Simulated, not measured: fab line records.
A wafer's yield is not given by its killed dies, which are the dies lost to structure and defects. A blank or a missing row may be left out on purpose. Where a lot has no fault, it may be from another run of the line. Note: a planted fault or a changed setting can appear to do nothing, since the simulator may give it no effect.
What tool caused it? | flow nand harc | 6 lots with 18 wafers sampled at 5 steps, on a route of 1302 steps

## WHAT EACH GAUGE READ, for each wafer
NHARC_END_SORT_01.
lot  | measured     | on        | killed at array
L186 | day 25 07:42 | prober-01 | 63 61 56
L188 | day 26 17:14 | prober-01 | 44 40 50
L190 | day 27 19:38 | prober-02 | 69 81 63
L198 | day 30 19:20 | prober-01 | 31 28 15
L200 | day 32 20:58 | prober-02 | 37 25 34
L204 | day 33 12:10 | prober-01 | 38 53 47

## TOOL THAT RAN EACH LOT (tool first, then ch and the chambers of the sampled wafers, then the start)
lot  | NHARC_A_CONTACT_ETCH_124             | NHARC_A_CONTACT_ETCH_127             | NHARC_A_CONTACT_ETCH_130             | NHARC_A_CONTACT_ETCH_91
L186 | har cap etch-02 ch 0,1, day 22 20:10 | har cap etch-02 ch 0,1, day 22 20:43 | har cap etch-02 ch 0,1, day 22 21:14 | rie diel-12 ch 1,2,3, day 22 22:34
L188 | har cap etch-02 ch 1, day 24 05:05   | har cap etch-02 ch 1, day 24 05:37   | har cap etch-02 ch 1, day 24 06:09   | rie diel-12 ch 0,1,2, day 24 07:30
L190 | har cap etch-03 ch 0,1, day 25 05:32 | har cap etch-03 ch 0,1, day 25 06:05 | har cap etch-03 ch 0,1, day 25 06:36 | rie diel-12 ch 0,1,3, day 25 07:55
L198 | har cap etch-03 ch 0,1, day 28 07:10 | har cap etch-03 ch 0,1, day 28 07:43 | har cap etch-03 ch 0,1, day 28 08:14 | rie diel-12 ch 0,1,3, day 28 09:34
L200 | har cap etch-03 ch 0,1, day 30 01:36 | har cap etch-03 ch 0,1, day 30 02:09 | har cap etch-03 ch 0,1, day 30 02:41 | rie diel-05 ch 0,2,3, day 30 03:59
L204 | har cap etch-02 ch 0,1, day 31 01:22 | har cap etch-02 ch 0,1, day 31 01:54 | har cap etch-02 ch 0,1, day 31 02:26 | rie diel-12 ch 0,2,3, day 31 03:41
- NHARC_A_CONTACT_ETCH_124: etches the open film in C4F8/O2/Ar, time 140 s, target depth 700 nm.
- NHARC_A_CONTACT_ETCH_127: etches the open film in C4F8/O2/Ar, time 197 s, target depth 1918 nm.
- NHARC_A_CONTACT_ETCH_130: etches the open film in C4F8/O2/Ar, time 197 s, target depth 1918 nm.
- NHARC_A_CONTACT_ETCH_91: etches the open film in CH3F/O2, target depth 40 nm, time 85.7 s.

## THE ANSWER, worked out from the rows above alone
Rule: the lots themselves supply what counts as usual. The widest of any qualifying gaps counts: lots, ordered by their means at a reading, are off when they make up no more than a third of the lots, leave a main group of 4 or more, and stand apart from it by 3 or more times the standard deviation of that group's means. The tables above print the reading to a certain number of digits; a main group whose means all agree to those digits is not used. A lot without any number at a reading at which 4 lots or more have one is off too. All remaining lots with rows at the step are treated as sound.
No lot is off on any of the readings shown, so nothing can be concluded from this.

## WHAT HAD BEEN PUT IN BY THE SIMULATOR
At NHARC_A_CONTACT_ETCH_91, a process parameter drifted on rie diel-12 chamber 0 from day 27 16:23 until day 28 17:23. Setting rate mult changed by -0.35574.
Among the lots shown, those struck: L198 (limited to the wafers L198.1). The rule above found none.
